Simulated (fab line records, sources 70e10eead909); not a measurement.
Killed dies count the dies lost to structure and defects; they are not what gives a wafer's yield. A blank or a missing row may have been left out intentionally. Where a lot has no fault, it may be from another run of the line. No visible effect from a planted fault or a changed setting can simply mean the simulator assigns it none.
The tool behind it: which one? | flow nandHarc | Sampling: 6 lots, 18 wafers, 2 of 1302 route steps

WHAT THE GAUGES SHOWED, per wafer
NHARC_A_BONDPAD_THK_MEAS_20: measures by xrf.
lot  | measured     | on           | thkNm (nm)
L523 | day 24 21:43 | filmMetro-01 | 169.2 168.5 169.8
L526 | day 25 17:20 | filmMetro-01 | 169.6 172.7 168.9
L529 | day 26 22:00 | filmMetro-02 | 171.2 172.2 169.7
L532 | day 28 02:00 | filmMetro-01 | 169.4 169.8 171.4
L537 | day 30 00:56 | filmMetro-02 | 170.4 168.9 170.9
L542 | day 32 13:43 | filmMetro-02 | 173.0 169.7 171.0

WHAT TOOL EACH LOT RAN ON (gives the tool, then ch and the chambers of the sampled wafers, and finally the start)
lot  | NHARC_A_CONTACT_ETCH_78
L523 | rieDiel-13 ch 0,1,2, day 23 14:28
L526 | rieDiel-13 ch 0,1,2, day 24 11:49
L529 | rieDiel-13 ch 0,2,3, day 25 14:16
L532 | rieDiel-10 ch 2,3, day 26 20:04
L537 | rieDiel-10 ch 1,2,3, day 28 15:34
L542 | rieDiel-13 ch 1,2,3, day 30 21:41
- NHARC_A_CONTACT_ETCH_78: etches the open film in O2/COS, target depth 5300 nm, time 1378 s.

THE ANSWER, worked out from the rows above alone
Rule: what is usual is taken from the lots themselves. The widest of any qualifying gaps counts: lots, ordered by their means at a reading, are off when they make up no more than a third of the lots, leave a main group of 4 or more, and stand apart from it by 3 or more times the standard deviation of that group's means. A main group whose means are all the same, to the digits that the tables above print for the reading, isn't used. Also off: a lot with no number at a reading for which 4 or more lots have one. The other lots that the step has rows for count as sound.
No lot is off on any of the readings shown, so nothing can be concluded from this.

WHAT WAS PUT IN BY THE SIMULATOR
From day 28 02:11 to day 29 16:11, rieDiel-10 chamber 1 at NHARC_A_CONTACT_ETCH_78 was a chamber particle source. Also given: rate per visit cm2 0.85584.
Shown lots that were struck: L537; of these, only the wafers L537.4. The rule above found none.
